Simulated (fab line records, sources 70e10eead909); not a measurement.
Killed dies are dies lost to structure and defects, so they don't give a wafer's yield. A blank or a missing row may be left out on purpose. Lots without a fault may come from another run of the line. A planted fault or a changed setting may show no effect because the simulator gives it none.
Problem report in the 8D (eight disciplines) form, filled by code | flow nand_harc | the parts of the form that need people (team, actions taken, sign-off) are left out

1. THE PROBLEM
time_to_endpoint_s at NHARC_A_M1_CMP_23 reads a mean of 10 s on 2 wafers of 2 lots; wafers without a fault read 28 s with a standard deviation of 3.1. That is -6.0 standard deviations from the usual mean.
The step: polishes, t overpolish 20 s, target thk 154.34 nm.
First seen on wafer L324.4, day 27 16:43, on cmp-01. The record holds 38 wafers of 13 lots with a number at this step. Rule for "out", or "out of limits": more than 4 standard deviations from the usual mean. The other wafers with a number count as sound.

2. WHAT IT IS AND WHAT IT IS NOT
question                    | is                 | is not
which readings at this step | time_to_endpoint_s | edge_zone_pressure_frac, motor_current_A, retaining_ring_pressure_frac
which lots                  | L324, L325         | L315, L316, L317, L318, L321, L332, L333, L334, L335, L336, L337
which wafers of those lots  | L324.4, L325.2     | L324.5, L325.1, L325.6
read on which tools         | cmp-01, cmp-02     | cmp-04
when                        | from day 27 16:43  | up to then (16 sound wafers); but 20 sound wafers of L325, L332, L333, L334, L335, L336, L337 came after

3. SUSPECTS, AND WHAT RULES EACH OUT
Counting: a tool at a process step up to the reading stays a suspect if it ran every lot that is out. Sound lots after the first of them don't rule it out here, since some wafers of a struck lot are sound.
- pecvd-01 at NHARC_A_M0_PRE_CLEAN_31 (time 12 s): kept. It ran every lot that is out, first L324 (day 27 13:04); its last sound lot up to then is L321 (day 25 12:46).
- pecvd-01 at NHARC_A_M0_DEP_32 (deposits SiCN, target thk 30 nm): kept. It ran every lot that is out, first L324 (day 27 13:14); its last sound lot up to then is L321 (day 25 12:51).
- pvd_sputter-03 at NHARC_A_M1_PVD_20 (deposits TaN, target thk 5 nm, time 8.06 s): kept. It ran every lot that is out, first L324 (day 27 16:04); its last sound lot up to then is L321 (day 25 16:08). NHARC_A_M1_PVD_20 gives no start for some lots, so the hours and the order of its lots are those of NHARC_A_M1_ECD_22.
- ecd_cu-02 at NHARC_A_M1_ECD_22 (material Cu, target thk 400 nm): kept. It ran every lot that is out, first L324 (day 27 16:04); its last sound lot up to then is L317 (day 24 02:04).
Left after counting: pecvd-01 at NHARC_A_M0_PRE_CLEAN_31, pecvd-01 at NHARC_A_M0_DEP_32, pvd_sputter-03 at NHARC_A_M1_PVD_20, ecd_cu-02 at NHARC_A_M1_ECD_22.

4. THE CAUSE (what the simulator had put in)
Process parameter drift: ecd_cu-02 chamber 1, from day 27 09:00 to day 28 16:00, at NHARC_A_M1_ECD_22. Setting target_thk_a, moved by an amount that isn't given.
Counting left 4 suspects, and this tool is among them.

5. THE CHAIN OF EFFECTS, in route order
Each row: a reading whose mean over the struck wafers that have a number lies more than 3 standard deviations from the usual. Only readings for which the record gives a usual standard deviation are gone through. hours: the time from each lot's start at the first step in this table that gives one to its start at this step, as a median over the lots. sigmas: the change in usual standard deviations.
hours | step              | reading            | usual | on struck wafers | change | sigmas
0     | NHARC_A_M1_CMP_23 | time_to_endpoint_s | 28 s  | 10               | -18    | -6.0
The process steps in it:
- NHARC_A_M1_CMP_23: polishes, t overpolish 20 s, target thk 154.34 nm.
Later measuring or inspecting steps at which every struck wafer that the step has a row for has a number for every such reading, and none has moved that far: NHARC_END_SORT_01.

6. WHAT WOULD HAVE CAUGHT IT SOONER
In this record the first reading out of limits was taken at day 27 16:43, 8 hours after the fault began at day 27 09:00.
Of the lots that are out (2), L325 began NHARC_A_M1_ECD_22 on ecd_cu-02 after day 27 16:43. A hold on the tool at that time would have spared it.
